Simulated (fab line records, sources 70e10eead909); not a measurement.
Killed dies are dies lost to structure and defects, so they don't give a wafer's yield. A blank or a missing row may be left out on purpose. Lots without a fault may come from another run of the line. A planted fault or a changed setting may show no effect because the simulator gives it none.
Chamber matching | flow nand_harc | NHARC_A_BONDPAD_DEP_00 on pecvd-03: 3 sister chambers
The step deposits SiCN, target thk 250 nm. 3 wafers are shown with their chamber, then 9 later ones without.

WAFERS WITH THEIR CHAMBER
wafer  | chamber | heater_power_w (W)
L085.1 | 0       | 539
L085.3 | 2       | 595
L085.6 | 1       | 624

WAFERS WITHOUT THEIR CHAMBER
wafer  | heater_power_w (W)
L090.1 | 465
L090.4 | 482
L090.5 | 619
L093.3 | 635
L093.4 | 512
L093.5 | 541
L097.3 | 593
L097.4 | 533
L097.5 | 678

WHICH CHAMBER EACH WENT THROUGH
wafer  | from the rows above          | in truth
L090.1 | can't be placed: 0 or 2      | 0
L090.4 | can't be placed: 0 or 2      | 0
L090.5 | can't be placed: 1 or 2      | 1
L093.3 | can't be placed: 1 or 2      | 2
L093.4 | can't be placed: 0 or 2      | 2
L093.5 | can't be placed: 0 or 2      | 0
L097.3 | can't be placed: 2 or 1 or 0 | 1
L097.4 | can't be placed: 0 or 2      | 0
L097.5 | can't be placed: 1 or 2      | 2
Placed correctly: 0 of 9. Can't be placed from these rows: 9 (the true chamber is among the candidates in 9). Placed wrongly: 0.
How it was worked out, from the rows above alone: a wafer's distance from a chamber is the root of the sum, over the readings, of the square of ((its reading less the chamber's mean) divided by the reading's scatter). The wafer belongs to the nearest chamber; if the next one is less than 2 further off, it can't be placed. A chamber's mean is the mean of its shown wafers. The scatter: with one shown wafer a chamber, the root of the mean of the squares of how far each hidden wafer lies from its nearest shown one.
